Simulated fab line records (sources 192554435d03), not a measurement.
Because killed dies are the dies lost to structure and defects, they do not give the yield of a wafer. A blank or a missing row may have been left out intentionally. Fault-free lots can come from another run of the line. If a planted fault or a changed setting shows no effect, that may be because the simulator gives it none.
Problem report in the 8D (eight disciplines) form, filled by code    flow n5_finfet    the parts of the form that need people (team, actions taken, sign-off) are left out

== 1. PROBLEM STATEMENT ==
h2_flow_sccm at N5_BEOL_M3_ETCH_77 reads a mean of 179.9 sccm on 2 wafers of 2 lots; wafers without a fault read 200.1 sccm with a standard deviation of 0.54. Relative to the usual mean, that is a shift of -37 standard deviations.
The step: etches underlayer in N2/H2, target depth 6.5 nm, time 5.2 s.
Earliest sighting: wafer L191.5 on rie_diel-04 at day 10 20:17. The record holds 26 wafers of 9 lots with a number at this step. The rule behind "out" and "out of limits": a value lying over 4 standard deviations away from the usual mean. The other wafers with a number count as sound.

== 2. WHAT IT IS, AND WHAT IT ISN'T ==
question                     is                 is not
which readings at this step  h2_flow_sccm       drypump_motor_current_A, etch_rf_on_time_s, oes_product_au, rf_vpp_V, showerhead_plenum_p_Torr
which lots                   L191, L196         L186, L187, L200, L201, L202, L203, L204
which wafers of those lots   L191.5, L196.3     L191.1, L191.6, L196.1, L196.6
read on which tools          rie_diel-04        rie_diel-01, rie_diel-03
when                         from day 10 20:17  up to then (7 sound wafers); but 17 sound wafers of L196, L200, L201, L202, L203, L204 came after

== 3. THE SUSPECTS, EACH WITH WHAT RULES IT OUT ==
Counting: if a tool at a process step up to the reading ran every lot that is out, it stays a suspect. Sound lots after the first of them don't rule it out here, since some wafers of a struck lot are sound.
- rie_diel-03 at N5_BEOL_M3_STRIP_66 (strips in CF4): kept. It ran every lot that is out, first L191 (day 10 19:28).
- rie_diel-04 at N5_BEOL_M3_ETCH_77 (etches underlayer in N2/H2, target depth 6.5 nm, time 5.2 s): kept. It processed each lot that is out (first: L191, day 10 20:17); up to then, its last sound lot is L186 (day 9 11:19). Its own readings are out on those wafers: h2_flow_sccm.
- Within rie_diel-04 at N5_BEOL_M3_ETCH_77: the wafers that are out ran in chamber 2; their sound lot-mates ran in chambers 0, 3.
Left after counting: rie_diel-03 at N5_BEOL_M3_STRIP_66, rie_diel-04 at N5_BEOL_M3_ETCH_77.

== 4. THE CAUSE (what the simulator had put in) ==
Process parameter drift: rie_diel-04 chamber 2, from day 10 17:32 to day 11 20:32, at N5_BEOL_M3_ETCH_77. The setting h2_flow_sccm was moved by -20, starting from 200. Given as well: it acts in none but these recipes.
After counting, 2 suspects remain, this tool included.

== 5. THE EFFECT CHAIN, in route order ==
Each row: a reading where the mean over the struck wafers with a number is more than 3 standard deviations away from the usual. Readings are gone through only where the record gives a usual standard deviation; hours: the median, over the lots, of the time from a lot's start at the first step in this table giving one to that lot's start at this step; sigmas: the change measured in usual standard deviations.
hours  step                reading       usual       on struck wafers  change  sigmas
0      N5_BEOL_M3_ETCH_77  h2_flow_sccm  200.1 sccm  179.9             -20.2   -37
Process steps it contains:
- N5_BEOL_M3_ETCH_77: etches underlayer in N2/H2, target depth 6.5 nm, time 5.2 s.
At these later measuring or inspecting steps, every struck wafer for which the step has a row has a number for every such reading, and none has moved that far: N5_BEOL_M4_RC_MEAS_101.

== 6. WHAT WOULD HAVE CAUGHT IT SOONER ==
In this record the first reading out of limits was taken at day 10 20:17, 3 hours after the fault began at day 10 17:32.
